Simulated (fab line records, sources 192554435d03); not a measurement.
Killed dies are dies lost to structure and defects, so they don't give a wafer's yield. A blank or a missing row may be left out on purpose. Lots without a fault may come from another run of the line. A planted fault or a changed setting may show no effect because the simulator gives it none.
Chamber matching | flow n5_finfet | N5_BEOL_M0_SAQP_ETCH_88 on rie_diel-01: 4 sister chambers
The step etches underlayer in N2/H2, target depth 6.5 nm, time 5.2 s. 4 wafers are shown with their chamber, then 12 later ones without.

WAFERS WITH THEIR CHAMBER
wafer  | chamber | showerhead_plenum_p_Torr (Torr)
L089.5 | 2       | 2.63
L090.1 | 3       | 2.43
L090.2 | 0       | 2.59
L090.3 | 1       | 2.44

WAFERS WITHOUT THEIR CHAMBER
wafer  | showerhead_plenum_p_Torr (Torr)
L090.4 | 2.63
L090.5 | 2.43
L090.6 | 2.63
L091.2 | 2.59
L091.4 | 2.44
L091.5 | 2.62
L093.1 | 2.59
L093.2 | 2.43
L093.6 | 2.44
L095.1 | 2.62
L095.3 | 2.43
L095.5 | 2.43

WHICH CHAMBER EACH WENT THROUGH
wafer  | from the rows above | in truth
L090.4 | 2                   | 2
L090.5 | 3                   | 3
L090.6 | 2                   | 2
L091.2 | 0                   | 0
L091.4 | 1                   | 1
L091.5 | 2                   | 2
L093.1 | 0                   | 0
L093.2 | 3                   | 3
L093.6 | 1                   | 1
L095.1 | 2                   | 2
L095.3 | 3                   | 3
L095.5 | 3                   | 3
Placed correctly: 12 of 12. Can't be placed from these rows: 0. Placed wrongly: 0.
How it was worked out, from the rows above alone: a wafer's distance from a chamber is the root of the sum, over the readings, of the square of ((its reading less the chamber's mean) divided by the reading's scatter). The wafer belongs to the nearest chamber; if the next one is less than 2 further off, it can't be placed. A chamber's mean is the mean of its shown wafers. The scatter: with one shown wafer a chamber, the root of the mean of the squares of how far each hidden wafer lies from its nearest shown one.
